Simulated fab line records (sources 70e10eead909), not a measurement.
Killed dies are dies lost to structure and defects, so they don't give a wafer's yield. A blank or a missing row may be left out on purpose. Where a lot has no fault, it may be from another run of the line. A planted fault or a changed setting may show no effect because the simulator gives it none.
Comparing a struck lot with a sound one | flow nandHarc | 38 out of 1302 route steps
Sound: wafers L743.4, L743.5, L743.6. Struck: wafers L746.3, L746.4, L746.6. The cause is named last.
Order at every step that has rows: each side's tool, ch and its chambers, its first start. Under that, the readings that differ: sound wafers | struck wafers | difference of the means | sigmas: that difference in standard deviations of wafers without a fault.
alike: readings with means less than 2 such deviations apart, plus words and numbers identical on both sides. not compared: withheld readings, readings lacking a value on some wafer, bounds such as >300 that could conceal the same value, and numbers that have no deviation in the record and whose values overlap.
A row with sigmas, a row that says differs or no value, or rows on one side alone: a step with any of these is where the two part. Numbers that have no deviation but don't overlap get no sigmas and don't part them. A reading missing from all wafers of one side parts the sides only when that side holds two or more wafers.

first, 10 steps without rows for these wafers: NHARC_A_CHANNEL_HOLE_D2_DEP_00 (deposits aC, target thk 3100 nm); NHARC_A_CHANNEL_HOLE_D2_DEP_01 (deposits SiON, target thk 140 nm); NHARC_A_CHANNEL_HOLE_D2_DEHYDRATE_02 (time 120 s); NHARC_A_CHANNEL_HOLE_D2_HMDS_03 (time 30 s); NHARC_A_CHANNEL_HOLE_D2_COAT_36 (time 75 s); NHARC_A_CHANNEL_HOLE_D2_COAT_37 (time 65 s); NHARC_A_CHANNEL_HOLE_D2_COAT_04 (resist thk 90 nm); NHARC_A_CHANNEL_HOLE_D2_SOFTBAKE_05 (time 55 s); NHARC_A_CHANNEL_HOLE_D2_EBR_06; NHARC_A_CHANNEL_HOLE_D2_EXPOSE_07 (exposes mask HOLE D2, target cd 100 nm).
NHARC_A_CHANNEL_HOLE_D2_PEB_08: peb time 65 s.
  sound on lithoTrack-04 ch 0, day 14 04:25; struck on lithoTrack-04 ch 0, day 15 22:14
reading               | sound             | struck            | difference | sigmas
heaterPowerTotalW (W) | 157.1 157.1 156.1 | 173.8 174.1 175.1 | +17.6      | +43
then, 1 step without rows for these wafers: NHARC_A_CHANNEL_HOLE_D2_DEVELOP_09 (develop time 35 s).
NHARC_A_CHANNEL_HOLE_D2_CD_MEAS_10: target cd 100 nm.
  sound on cdSem-03 ch 0, day 14 04:29; struck on cdSem-02 ch 0
reading   | sound             | struck         | difference | sigmas
cdNm (nm) | 100.7 100.3 100.3 | 93.8 93.4 94.0 | -6.7       | -13
  not compared: hold
NHARC_A_CHANNEL_HOLE_D2_DESCUM_15: chemistry O2, time 3 s.
  sound on rieDiel-06 ch 0,1,3, day 14 04:41; struck on rieDiel-10 ch 0,2, day 16 00:50
reading                           | sound             | struck           | difference | sigmas
rfVppV (V)                        | 59.0 58.1 59.4    | 57.4 56.2 57.4   | -1.8       | -2
model.A_CHANNEL_HOLE_D2.cdNm (nm) | 100.3 99.73 100.6 | 94.3 93.19 94.47 | -6.2       | 
  alike: drypumpMotorCurrentA, oesProductAu, showerheadPlenumPTorr, throttleValvePct
  not compared: rfHoursCounterH
then, 16 steps without rows for these wafers: NHARC_A_CHANNEL_HOLE_D2_ETCH_38 (etches the open film in CF4, target depth 39 nm, time 65 s); NHARC_A_CHANNEL_HOLE_D2_ETCH_39 (etches the open film in N2/H2, target depth 260 nm, time 325 s); NHARC_A_CHANNEL_HOLE_D2_ETCH_34 (etches the open film in CF4/CHF3, target depth 154 nm, time 77 s); NHARC_A_CHANNEL_HOLE_D2_ETCH_16 (etches the open film in O2/COS, target depth 3100 nm, time 806 s); NHARC_A_CHANNEL_HOLE_D2_ETCH_19 (etches the open film in C4F8/O2/Ar, time 34.5 s); NHARC_A_CHANNEL_HOLE_D2_ETCH_20 (etches the open film in C4F8/O2/Ar, time 361.9 s, target depth 1600 nm); NHARC_A_CHANNEL_HOLE_D2_ETCH_21 (etches the open film in C4F8/O2/Ar, time 514.3 s, target depth 1600 nm); NHARC_A_CHANNEL_HOLE_D2_ETCH_22 (etches the open film in C4F8/O2/Ar, time 666.7 s, target depth 1600 nm); NHARC_A_CHANNEL_HOLE_D2_ETCH_23 (etches the open film in C4F8/O2/Ar, time 819 s, target depth 1600 nm); NHARC_A_CHANNEL_HOLE_D2_ETCH_24 (etches the open film in C4F8/O2/Ar, time 906.2 s, target depth 1500 nm); NHARC_A_CHANNEL_HOLE_D2_ETCH_25 (etches the open film in C4F8/O2/Ar, time 1040.2 s, target depth 1500 nm); NHARC_A_CHANNEL_HOLE_D2_ETCH_26 (etches the open film in C4F8/O2/Ar, time 224.1 s, target depth 300 nm); NHARC_A_CHANNEL_HOLE_D2_ETCH_27 (etches the open film in C4F8/O2/Ar, time 90 s, target depth 400 nm); NHARC_A_CHANNEL_HOLE_D2_STRIP_41 (strips in N2/H2); NHARC_A_CHANNEL_HOLE_D2_STRIP_42 (strips in CF4/CHF3); NHARC_A_CHANNEL_HOLE_D2_STRIP_43 (strips in O2/COS).
NHARC_A_CHANNEL_HOLE_D2_ETCH_44: etches the open film in CF4/O2, target depth 140 nm, overetch 14 nm, time 77 s.
  sound on rieDiel-11 ch 0,2,3, day 14 10:35; struck on rieDiel-10 ch 0,2,3, day 16 12:05
reading                           | sound             | struck            | difference | sigmas
model.A_CHANNEL_HOLE_D2.cdNm (nm) | 89.54 89.51 88.03 | 84.54 83.33 83.64 | -5.19      | 
  alike: drypumpMotorCurrentA, oes_f_703_au, oesProductAu, rfVppV, showerheadPlenumPTorr, throttleValvePct
  not compared: rfHoursCounterH
then, 3 steps without rows for these wafers: NHARC_A_CHANNEL_HOLE_D2_STRIP_28 (strips in O2); NHARC_A_CHANNEL_HOLE_D2_PRECLEAN_29 (cleans in SC1); NHARC_A_CHANNEL_HOLE_D2_SRD_30.
NHARC_A_CHANNEL_HOLE_D2_CD_MEAS_31:
  sound on cdSem-01, day 14 11:22; struck on cdSem-02, day 16 13:03
reading   | sound          | struck         | difference | sigmas
cdNm (nm) | 88.8 90.7 88.8 | 84.5 83.3 83.4 | -5.7       | -4
  not compared: hold
NHARC_A_CHANNEL_HOLE_D2_XSEM_32:
  sound on xsem-01 ch 0, day 14 11:27; struck on xsem-02 ch 0
reading      | sound          | struck         | difference                    | sigmas
botCdNm (nm) | 73.9 75.9 73.4 | 69.5 69.0 69.1 | -5.2                          | -3
bowNm (nm)   | 8.83 8.77 8.81 | - - -          | no value on the struck wafers | 
  alike: tiltDeg
  not compared: hold
-- break in the record here, with 11 days between the starts of the struck wafers on either side (left off in module A_CHANNEL_HOLE_D2, picked up again in module END, where the first step shown is number 1301 on the route) --
NHARC_END_WLT_00:
  sound on prober-01, day 25 02:34; struck on prober-02, day 28 00:08
reading                           | sound             | struck            | difference | sigmas
VT_DECK1_BOTTOM                   | 0.862 0.864 0.865 | 0.883 0.895 0.875 | +0.021     | +3
VT_DECK1_MEDIAN_NEAR_BOTTOM       | 0.862 0.864 0.863 | 0.886 0.883 0.884 | +0.021     | +3
VT_DECK1_MEDIAN_NEAR_BOTTOM_INNER | 0.867 0.868 0.863 | 0.892 0.877 0.877 | +0.016     | +2
VT_DECK1_TOP                      | 0.893 0.890 0.888 | 0.914 0.909 0.904 | +0.019     | +3
VT_DECK1_TOP_INNER                | 0.888 0.887 0.887 | 0.902 0.911 0.899 | +0.017     | +2
VT_DECK2_BOTTOM_INNER             | 0.872 0.874 0.866 | 0.856 0.846 0.852 | -0.019     | -3
VT_DECK2_MEDIAN_NEAR_BOTTOM       | 0.873 0.872 0.873 | 0.857 0.860 0.854 | -0.016     | -2
VT_DECK2_TOP                      | 0.902 0.903 0.901 | 0.877 0.886 0.889 | -0.018     | -2
  alike: VT_DECK1_BOTTOM_INNER, VT_DECK1_MIDDLE, VT_DECK1_MIDDLE_INNER, VT_DECK2_BOTTOM, VT_DECK2_MEDIAN_NEAR_BOTTOM_INNER, VT_DECK2_MIDDLE, VT_DECK2_MIDDLE_INNER, VT_DECK2_TOP_INNER
NHARC_END_SORT_01:
  here the record holds rows for the struck wafers (prober-02 ch 0, day 28 03:46) but none for the sound ones

WHERE THEY PART
At NHARC_A_CHANNEL_HOLE_D2_PEB_08 first; at NHARC_END_SORT_01 last (within this record only).

WHY: whatever the simulator had introduced
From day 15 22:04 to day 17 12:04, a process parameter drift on lithoTrack-04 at NHARC_A_CHANNEL_HOLE_D2_PEB_08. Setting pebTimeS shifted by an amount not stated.
